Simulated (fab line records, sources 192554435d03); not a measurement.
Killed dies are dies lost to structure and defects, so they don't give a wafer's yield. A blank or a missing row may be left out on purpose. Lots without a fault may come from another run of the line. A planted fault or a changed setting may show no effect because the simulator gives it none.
Which tool did it? | flow n5_finfet | 12 lots, 36 wafers sampled, at 2 steps of a route of 1938

WHAT THE GAUGES READ, wafer by wafer
N5_BEOL_M11_OCD_MEAS_38.
lot  | measured     | on     | trench_depth_nm (nm)
L076 | day 11 02:57 | ocd-02 | 153 145 146
L077 | day 11 11:31 | ocd-02 | 146 147 147
L078 | day 12 11:11 | ocd-02 | 152 149 147
L080 | day 12 17:58 | ocd-01 | 151 149 149
L083 | day 13 04:49 | ocd-01 | 146 147 147
L084 | day 13 05:17 | ocd-01 | 148 151 148
L086 | day 14 03:02 | ocd-01 | 148 151 154
L089 | day 14 13:04 | ocd-02 | 148 148 147
L091 | day 14 23:04 | ocd-02 | 148 148 154
L095 | day 15 18:42 | ocd-02 | 152 151 153
L096 | day 16 10:31 | ocd-01 | 158 153 151
L097 | day 16 18:07 | ocd-02 | 153 148 146

WHICH TOOL RAN EACH LOT (tool, then ch and the chambers of the sampled wafers, then the start)
lot  | N5_BEOL_M11_ETCH_62
L076 | rie_diel-05 ch 2,3, day 10 23:59
L077 | rie_diel-06 ch 0,1,3, day 11 10:00
L078 | rie_diel-05 ch 0,2,3, day 12 09:25
L080 | rie_diel-03 ch 1,3, day 12 15:02
L083 | rie_diel-06 ch 1,2,3, day 13 00:54
L084 | rie_diel-06 ch 1,3, day 13 03:09
L086 | rie_diel-05 ch 1,2,3, day 14 00:19
L089 | rie_diel-06 ch 0,1,3, day 14 10:01
L091 | rie_diel-03 ch 0,1,3, day 14 19:54
L095 | rie_diel-03 ch 0,1,2, day 15 16:23
L096 | rie_diel-06 ch 0,1,3, day 16 09:01
L097 | rie_diel-06 ch 1,2,3, day 16 16:44
- N5_BEOL_M11_ETCH_62: etches SOC in N2/H2, target depth 110 nm, overetch 22 nm, time 165 s.

THE ANSWER, worked out from the rows above alone
Rule: what is usual is taken from the lots themselves. Put in order of their means at a reading, lots are off if they are a third of the lots or fewer, leave a main group of 4 or more, and stand apart from it by a gap of 3 or more times the standard deviation of the main group's means; of several such gaps the widest counts. A main group whose means are all the same, to the digits that the tables above print for the reading, isn't used. A lot without any number at a reading at which 4 lots or more have one is off too. The other lots that the step has rows for count as sound.
No lot is off at any reading shown: from this, nothing can be told.

WHAT THE SIMULATOR HAD PUT IN
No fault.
